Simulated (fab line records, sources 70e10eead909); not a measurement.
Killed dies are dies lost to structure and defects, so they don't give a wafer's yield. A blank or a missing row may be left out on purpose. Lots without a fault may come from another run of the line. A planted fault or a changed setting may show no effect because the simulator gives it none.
Which tool did it? | flow nand_harc | 14 lots, 42 wafers sampled, at 5 steps of a route of 1302

WHAT THE GAUGES READ, wafer by wafer
NHARC_P_ZERO_WELL_CD_MEAS_52: target cd 2000 nm. Usual: cd_nm 2000.7 nm, standard deviation 2.5.
lot  | measured     | on        | cd_nm (nm)           | flag
L332 | day 2 01:44  | cd_sem-02 | 1996.5 2001.5 1996.5 |
L333 | day 2 11:52  | cd_sem-02 | 2005.2 1999.4 2003.1 |
L334 | day 2 21:42  | cd_sem-01 | 1999.5 1997.3 2001.0 |
L338 | day 4 13:53  | cd_sem-02 | 1995.4 2000.9 1997.3 |
L342 | day 6 05:45  | cd_sem-03 | 2005.8 2003.2 2006.0 |
L343 | day 6 15:40  | cd_sem-03 | 2003.4 1999.6 1997.7 |
L344 | day 7 01:29  | cd_sem-01 | 1999.8 1999.1 2002.1 |
L345 | day 7 11:31  | cd_sem-01 | 2000.8 1999.1 2000.2 |
L346 | day 7 22:19  | cd_sem-03 | 2002.8 2004.8 2005.6 |
L349 | day 9 03:30  | cd_sem-03 | 2001.0 1998.5 1999.6 |
L350 | day 9 13:33  | cd_sem-02 | 2005.3 2004.6 1999.5 |
L351 | day 9 23:52  | cd_sem-03 | 1998.2 2002.0 1998.0 |
L352 | day 10 09:41 | cd_sem-01 | 1996.7 1997.2 1998.9 |
L355 | day 11 15:31 | cd_sem-03 | 1998.0 2000.3 1999.2 |

NHARC_P_GATE_CD_MEAS_33. Usual: cd_nm 120 nm, standard deviation 3.7.
lot  | measured     | on        | cd_nm (nm)  | flag
L332 | day 5 02:18  | cd_sem-01 | 115 118 120 |
L333 | day 5 14:12  | cd_sem-02 | 122 117 118 |
L334 | day 5 23:45  | cd_sem-01 | 113 119 112 |
L338 | day 7 09:19  | cd_sem-03 | 122 119 124 |
L342 | day 9 01:13  | cd_sem-01 | 118 121 123 |
L343 | day 9 19:10  | cd_sem-02 | 120 118 117 |
L344 | day 10 03:11 | cd_sem-01 | 116 118 121 |
L345 | day 10 08:07 | cd_sem-02 | 115 122 113 |
L346 | day 11 05:35 | cd_sem-02 | 127 116 116 |
L349 | day 12 09:37 | cd_sem-03 | 123 118 126 |
L350 | day 12 12:33 | cd_sem-02 | 131 118 124 |
L351 | day 13 01:59 | cd_sem-03 | 118 123 123 |
L352 | day 13 10:42 | cd_sem-03 | 116 118 116 |
L355 | day 14 13:46 | cd_sem-02 | 121 119 122 |

NHARC_END_SORT_01. Usual: killed_at_array 55, standard deviation 22; killed_at_other 0.9, standard deviation 1.2; killed_at_periphery 3.6, standard deviation 2.3; killed_dies 60, standard deviation 22; killed_open 3.2, standard deviation 1.9; killed_short 2.5, standard deviation 1.6.
lot  | measured     | on        | killed_at_array | killed_at_other | killed_at_periphery | killed_dies | killed_open | killed_short | flag
L344 | day 29 16:20 | prober-02 | 57 47 51        | 1 5 0           | 3 1 2               | 61 53 53    | 3 3 2       | 7 2 3        |
L351 | day 32 06:02 | prober-01 | 78 68 82        | 2 1 1           | 2 3 7               | 82 72 90    | 6 2 8       | 6 2 4        |

WHICH TOOL RAN EACH LOT (tool, then ch and the chambers of the sampled wafers, then the start)
lot  | NHARC_P_ZERO_WELL_EXPOSE_34       | NHARC_P_GATE_STRIP_112
L332 | krf_scanner-04 ch 0, day 1 23:56  | plasma_asher-01 ch 0,1, day 5 15:32
L333 | krf_scanner-04 ch 0, day 2 10:04  | plasma_asher-01 ch 0,1, day 6 03:33
L334 | krf_scanner-01 ch 0, day 2 20:02  | plasma_asher-02 ch 0,1, day 6 13:08
L338 | krf_scanner-01 ch 0, day 4 12:13  | plasma_asher-02 ch 0,1, day 7 22:27
L342 | krf_scanner-04 ch 0, day 6 03:57  | plasma_asher-01 ch 1, day 9 14:44
L343 | krf_scanner-04 ch 0, day 6 13:52  | plasma_asher-01 ch 0,1, day 10 08:08
L344 | krf_scanner-04 ch 0, day 6 23:41  | plasma_asher-01 ch 0,1, day 10 16:19
L345 | krf_scanner-04 ch 0, day 7 09:51  | plasma_asher-02 ch 0,1, day 10 21:15
L346 | krf_scanner-02 ch 0, day 7 20:10  | plasma_asher-02 ch 0,1, day 11 19:05
L349 | krf_scanner-01 ch 0, day 9 01:49  | plasma_asher-01 ch 0,1, day 12 22:48
L350 | krf_scanner-01 ch 0, day 9 11:52  | plasma_asher-02 ch 0,1, day 13 01:49
L351 | krf_scanner-02 ch 0, day 9 22:04  | plasma_asher-02 ch 0,1, day 13 15:07
L352 | krf_scanner-02 ch 0, day 10 07:59 | plasma_asher-02 ch 0,1, day 13 23:47
L355 | krf_scanner-02 ch 0, day 11 13:50 | plasma_asher-02 ch 0,1, day 15 03:03
- NHARC_P_ZERO_WELL_EXPOSE_34: exposes mask P PWELL, target cd 720 nm.
- NHARC_P_GATE_STRIP_112: strips in N2/H2, time 200 s.

WHAT THE TOOLS THEMSELVES READ (means of the sampled wafers that have a number; where no wafer has one, the mark that the record gives instead)
NHARC_P_ZERO_WELL_EXPOSE_34. Usual: exposure_dose_mJ_cm2 22.308, standard deviation 0.024.
lot  | tool           | exposure_dose_mJ_cm2 | flag
L332 | krf_scanner-04 | 22.329               |
L333 | krf_scanner-04 | 22.347               |
L334 | krf_scanner-01 | 22.300               |
L338 | krf_scanner-01 | 22.346               |
L342 | krf_scanner-04 | 22.300               |
L343 | krf_scanner-04 | 22.759               | OFF
L344 | krf_scanner-04 | 22.773               | OFF
L345 | krf_scanner-04 | 22.766               | OFF
L346 | krf_scanner-02 | 22.296               |
L349 | krf_scanner-01 | 22.311               |
L350 | krf_scanner-01 | 22.291               |
L351 | krf_scanner-02 | 22.304               |
L352 | krf_scanner-02 | 22.270               |
L355 | krf_scanner-02 | 22.314               |

NHARC_P_GATE_STRIP_112. Usual: drypump_motor_current_A 5.7 A, standard deviation 0.3; heater_power_w 92 W, standard deviation 9.4.
lot  | tool            | drypump_motor_current_A (A) | heater_power_w (W) | flag
L332 | plasma_asher-01 | 5.6                         | 95                 |
L333 | plasma_asher-01 | 5.6                         | 96                 |
L334 | plasma_asher-02 | 5.7                         | 90                 |
L338 | plasma_asher-02 | 5.6                         | 92                 |
L342 | plasma_asher-01 | 6.0                         | 80                 |
L343 | plasma_asher-01 | 5.6                         | 95                 |
L344 | plasma_asher-01 | 5.6                         | 94                 |
L345 | plasma_asher-02 | 5.7                         | 91                 |
L346 | plasma_asher-02 | 5.8                         | 92                 |
L349 | plasma_asher-01 | 5.6                         | 95                 |
L350 | plasma_asher-02 | 5.7                         | 91                 |
L351 | plasma_asher-02 | 5.6                         | 91                 |
L352 | plasma_asher-02 | 5.6                         | 90                 |
L355 | plasma_asher-02 | 5.8                         | 93                 |

THE ANSWER, worked out from the rows above alone
Rule: a lot is off if the mean of its wafers that have a number lies more than 3 standard deviations from the usual mean. A lot without any number at a reading at which 4 lots or more have one is off too. The other lots that the step has rows for count as sound. The gauges are gone through in route order, then the tools' own readings, and for those a lot's mean is taken as printed above. The first step at which some lot is off is used, and at that step the reading that is off furthest; a lot without a number counts as furthest.
Off: L343, L344, L345, at NHARC_P_ZERO_WELL_EXPOSE_34 (exposure_dose_mJ_cm2).
A tool fits if, at that step or a process step before it, it ran every lot that is off, and no sound lot after the first of them. One fits: krf_scanner-04 at NHARC_P_ZERO_WELL_EXPOSE_34. Its last sound lot is L342 (day 6 03:57), its first lot that is off L343 (day 6 13:52): a fault that began between those two fits.
The tool's own readings at NHARC_P_ZERO_WELL_EXPOSE_34 bear it out: on the lots that are off they differ by more than 5 times the standard deviation of the sound lots' means. exposure_dose_mJ_cm2 reads 22.766 there against 22.310 on the sound lots.

WHAT THE SIMULATOR HAD PUT IN
Process parameter drift: krf_scanner-04, from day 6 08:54 on, at NHARC_P_ZERO_WELL_EXPOSE_34. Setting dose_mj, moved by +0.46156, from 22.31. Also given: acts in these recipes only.
Lots struck among those shown: L343, L344, L345. The rule above found the same.
